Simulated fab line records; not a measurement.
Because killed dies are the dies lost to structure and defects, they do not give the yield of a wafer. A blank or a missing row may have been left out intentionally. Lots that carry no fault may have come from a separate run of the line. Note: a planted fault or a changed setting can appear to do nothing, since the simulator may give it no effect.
Chamber matching ; flow n5_finfet ; rie_diel-04 running N5_BEOL_M9_ETCH_76: 4 sister chambers
The step etches underlayer in N2/H2, target depth 6.5 nm, time 5.2 s. 30 wafers are shown with their chamber, then 12 later ones without.

EACH WAFER AND ITS CHAMBER
wafer;chamber;drypump_motor_current_A (A);showerhead_plenum_p_Torr (Torr);throttle_valve_pct (%)
L077.1;2;5.7;2.49;17.66
L077.2;3;5.8;2.51;18.09
L077.5;2;5.7;2.49;17.67
L078.2;3;5.8;2.51;18.11
L078.4;1;6.1;2.64;17.80
L078.6;1;6.1;2.64;17.84
L079.3;1;6.1;2.64;17.81
L079.4;0;5.6;2.51;18.18
L079.6;2;5.7;2.49;17.67
L081.2;0;5.6;2.51;18.17
L081.3;3;5.8;2.50;18.11
L081.4;0;5.6;2.51;18.19
L083.1;2;5.7;2.49;17.70
L083.2;3;5.9;2.50;18.11
L083.3;1;6.1;2.64;17.80
L084.2;3;5.8;2.50;18.13
L084.4;2;5.7;2.49;17.70
L084.5;2;5.7;2.49;17.71
L085.1;3;5.8;2.50;18.14
L085.3;2;5.7;2.48;17.70
L085.5;1;6.1;2.64;17.83
L086.2;2;5.7;2.48;17.68
L086.3;0;5.6;2.51;18.20
L086.6;2;5.7;2.48;17.71
L089.1;0;5.6;2.50;18.20
L089.5;2;5.7;2.48;17.72
L089.6;1;6.1;2.63;17.84
L088.1;2;5.7;2.48;17.74
L088.4;0;5.6;2.50;18.21
L088.6;2;5.7;2.48;17.72

SIGNATURES, as means of the wafers listed above
reading;chamber 0;chamber 1;chamber 2;chamber 3;scatter within a chamber
drypump_motor_current_A;5.600;6.100;5.700;5.817;0.0179
showerhead_plenum_p_Torr;2.5067;2.6383;2.4850;2.5033;0.005
throttle_valve_pct;18.1917;17.8200;17.6983;18.1150;0.0204
Rule: distance of a wafer from a chamber = root of the sum over the readings of ((wafer's reading minus chamber's mean) / reading's scatter) squared. If the next closest chamber is less than 2 further off than the closest, the wafer can't be placed; otherwise it belongs to the closest. The scatter is the square root of a quotient: the sum, over the shown wafers, of each reading's squared deviation from its chamber's mean, divided by wafers minus chambers.

WAFERS WHOSE CHAMBER IS MISSING
wafer;drypump_motor_current_A (A);showerhead_plenum_p_Torr (Torr);throttle_valve_pct (%)
L093.1;6.1;2.63;17.86
L093.3;5.6;2.50;18.22
L093.4;5.7;2.48;17.78
L091.2;5.7;2.48;17.75
L091.5;6.1;2.63;17.87
L091.6;5.8;2.50;17.71
L092.1;6.1;2.63;17.88
L092.2;5.8;2.50;17.70
L092.4;6.1;2.63;17.87
L097.1;5.7;2.47;17.77
L097.3;5.9;2.49;17.73
L097.5;5.7;2.47;17.75

WHICH CHAMBER EACH ONE RAN IN
wafer;from the rows above;in truth
L093.1;1;1
L093.3;0;0
L093.4;2;2
L091.2;2;2
L091.5;1;1
L091.6;2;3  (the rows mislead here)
L092.1;1;1
L092.2;2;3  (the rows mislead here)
L092.4;1;1
L097.1;2;2
L097.3;2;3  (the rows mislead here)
L097.5;2;2
Placed correctly: 9 of 12. Left unplaced by these rows: 0. Wrongly placed: 3.
